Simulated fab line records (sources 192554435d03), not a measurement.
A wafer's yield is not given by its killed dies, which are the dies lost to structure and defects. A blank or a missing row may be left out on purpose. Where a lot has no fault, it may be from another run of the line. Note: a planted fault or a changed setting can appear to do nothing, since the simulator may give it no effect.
Lot-split experiment	flow n5Finfet	7 lots, 21 wafers read, on a route of 1938 steps

THE SPLIT
At N5_PMOS_HMC_CHANNEL_EPI_PEB_07 (peb time 60 s), the setting pebTempC was moved away from the recipe's 110 C on 7 of the 21 wafers read, by -3.1% to +1.5%. This setting was run at the recipe's value on the other wafers.

THE PATH FROM SPLIT TO READING: the file shows 1 step between them
- N5_PMOS_HMC_CHANNEL_EPI_DEVELOP_08: develop time 30 s (also split here: developTimeS)

THE READING
Shown in nm: cdNm at N5_PMOS_HMC_CHANNEL_EPI_CD_MEAS_09, with target cd 237.4 nm. On this fab line, fault-free wafers typically give 237.4 nm with a standard deviation of 1.1 nm.

wafer	tool, chamber at the split	pebTempC as run, C	against the recipe	cdNm, nm	against lot-mates on the recipe
L076.1	lithoTrack-05, 0	110	recipe	237.3	-
L076.4	lithoTrack-05, 0	107.6	-2.2%	229.3	-8.0
L076.6	lithoTrack-05, 0	107.6	-2.2%	229.0	-8.3
L081.1	lithoTrack-02, 0	108.7	-1.2%	230.9	-6.1
L081.2	lithoTrack-02, 0	108.7	-1.2%	230.6	-6.4
L081.3	lithoTrack-02, 0	110	recipe	237.0	-
L083.1	lithoTrack-02, 0	111.7	+1.5%	243.6	+4.8
L083.4	lithoTrack-02, 0	110	recipe	238.7	-
L083.5	lithoTrack-02, 0	110	recipe	238.8	-
L088.1	lithoTrack-02, 0	110	recipe	237.8	-
L088.2	lithoTrack-02, 0	106.6	-3.1%	225.8	-12.0
L088.3	lithoTrack-02, 0	106.6	-3.1%	226.6	-11.2
L089.3	lithoTrack-02, 0	110	recipe	236.3	-
L089.4	lithoTrack-02, 0	110	recipe	234.9	-
L089.6	lithoTrack-02, 0	110	recipe	236.5	-
L096.1	lithoTrack-05, 0	110	recipe	239.3	-
L096.4	lithoTrack-05, 0	110	recipe	238.5	-
L096.6	lithoTrack-05, 0	110	recipe	239.5	-
L097.3	lithoTrack-02, 0	110	recipe	237.2	-
L097.4	lithoTrack-02, 0	110	recipe	235.9	-
L097.6	lithoTrack-02, 0	110	recipe	237.1	-

FIT RESULTS
A straight line over all 21 wafers: cdNm changes by +3.84 nm for each +1% of pebTempC; r = +0.96; the points scatter about the line by 1.3 nm.
The same after taking each lot's own level away (the mean of its wafers on the recipe; 21 wafers): +3.76 nm for each +1%; r = +0.99; scatter 0.73 nm.
According to that fit, moving pebTempC by its largest amount changes the reading by 12 nm.
The span of the lots' own levels, 235.90 to 239.10 nm, comes to 2.9 times the standard deviation stated above.
Consequently the slope shifts little with the lot-to-lot level, the two slopes agreeing.
Check: with one of the wafers moved furthest among these (-3.1%) left out of the fit, the line predicts -11.8 nm for it against its lot-mates. Against them it came out at -12 nm.

ADDITIONAL SPLITS CARRIED BY THESE WAFERS
Other splits were also applied to these wafers ahead of the reading. Each is held against what the fit with the lots' levels taken away leaves over:
other split on the same wafers	wafers away from the commonest value	r with cdNm (lot level and that fit taken away)
N5_PMOS_HMC_CHANNEL_EPI_DEVELOP_08 developTimeS	8	+0.68

THE WHOLE CHAIN: every reading that the file lists as answering this split, in the file's order
step	what it does	reading	change (the file's fit)	r (the file's)
N5_PMOS_HMC_CHANNEL_EPI_CD_MEAS_09	target cd 237.4 nm	cdNm	+3.77 nm for each +1% of the setting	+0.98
N5_PMOS_HMC_CHANNEL_EPI_DESCUM_14	chemistry O2, time 7.9 s	PMOS_HMC_CHANNEL_EPI.cdNm (the simulator's own value, which no gauge read)	+3.76 nm for each +1% of the setting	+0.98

FILE'S OWN FIT
cdNm changes by +3.77 nm for each +1% of pebTempC, r = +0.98.
